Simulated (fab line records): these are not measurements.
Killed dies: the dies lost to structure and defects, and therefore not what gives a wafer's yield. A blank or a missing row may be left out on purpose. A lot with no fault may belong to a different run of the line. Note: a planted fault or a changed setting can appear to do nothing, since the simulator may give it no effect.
Which of the tools did it? | flow nandHarc | 18 wafers from 6 lots sampled at 5 of the route's 1159 steps

WHAT THE GAUGES SHOWED, per wafer
NHARC_END_SORT_01.
lot  | measured     | on        | killedAtArray
L347 | day 24 20:58 | prober-01 | 672 46 42

WHICH TOOL RAN EACH LOT (tool, then ch and the chambers of the sampled wafers, then the start)
lot  | NHARC_A_STAIRCASE_STRIP_175         | NHARC_A_STAIRCASE_TRIM_189                   | NHARC_A_STAIRCASE_ETCH_199        | NHARC_A_STAIRCASE_TRIM_200
L326 | plasmaAsher-01 ch 0,1, day 11 02:20 | rieDiel-08 ch 1,2, day 11 06:53 or earlier   | rieDiel-08 ch 1,3, day 11 06:53   | rieDiel-08 ch 1,3, day 11 07:04
L331 | plasmaAsher-02 ch 0,1, day 12 01:58 | rieDiel-08 ch 0,1,3, day 12 05:11 or earlier | rieDiel-08 ch 0,1, day 12 05:11   | rieDiel-08 ch 2,3, no start
L332 | plasmaAsher-02 ch 0,1, day 13 00:34 | rieDiel-08 ch 0,1,2, day 13 03:40 or earlier | rieDiel-08 ch 0,3, day 13 03:40   | rieDiel-08 ch 2,3, no start
L335 | plasmaAsher-02 ch 0,1, day 13 12:44 | rieDiel-12 ch 2,3, day 13 16:08 or earlier   | rieDiel-06 ch 0,2,3, day 13 16:08 | rieDiel-06 ch 0,2,3, no start
L341 | plasmaAsher-02 ch 0,1, day 15 03:11 | rieDiel-12 ch 0,3, day 15 07:09 or earlier   | rieDiel-12 ch 2,3, day 15 07:09   | rieDiel-12 ch 1,2,3, no start
L347 | plasmaAsher-01 ch 0, day 16 17:54   | rieDiel-06 ch 2,3, day 16 20:56 or earlier   | rieDiel-06 ch 0,3, day 16 20:56   | rieDiel-06 ch 0,3, day 24 20:58 or earlier
- NHARC_A_STAIRCASE_STRIP_175: strips in O2.
- NHARC_A_STAIRCASE_TRIM_189: chemistry O2, time 211.2 s.
- NHARC_A_STAIRCASE_ETCH_199: etches the open film in C4F8/O2, target depth 100 nm, time 40.5 s.
- NHARC_A_STAIRCASE_TRIM_200: chemistry O2, time 211.2 s.

THE ANSWER, worked out from the rows above alone
Rule: usual is defined by the lots themselves. The widest of any qualifying gaps counts: lots, ordered by their means at a reading, are off when they make up no more than a third of the lots, leave a main group of 4 or more, and stand apart from it by 3 or more times the standard deviation of that group's means. A main group is skipped when, at the precision printed for the reading in the tables above, its means are all equal. Also off: a lot with no number at a reading for which 4 or more lots have one. Where the step has rows for the other lots, those lots are counted as sound.
Across all readings shown, no lot is off: no conclusion can be drawn from this.

WHAT HAD BEEN PUT IN BY THE SIMULATOR
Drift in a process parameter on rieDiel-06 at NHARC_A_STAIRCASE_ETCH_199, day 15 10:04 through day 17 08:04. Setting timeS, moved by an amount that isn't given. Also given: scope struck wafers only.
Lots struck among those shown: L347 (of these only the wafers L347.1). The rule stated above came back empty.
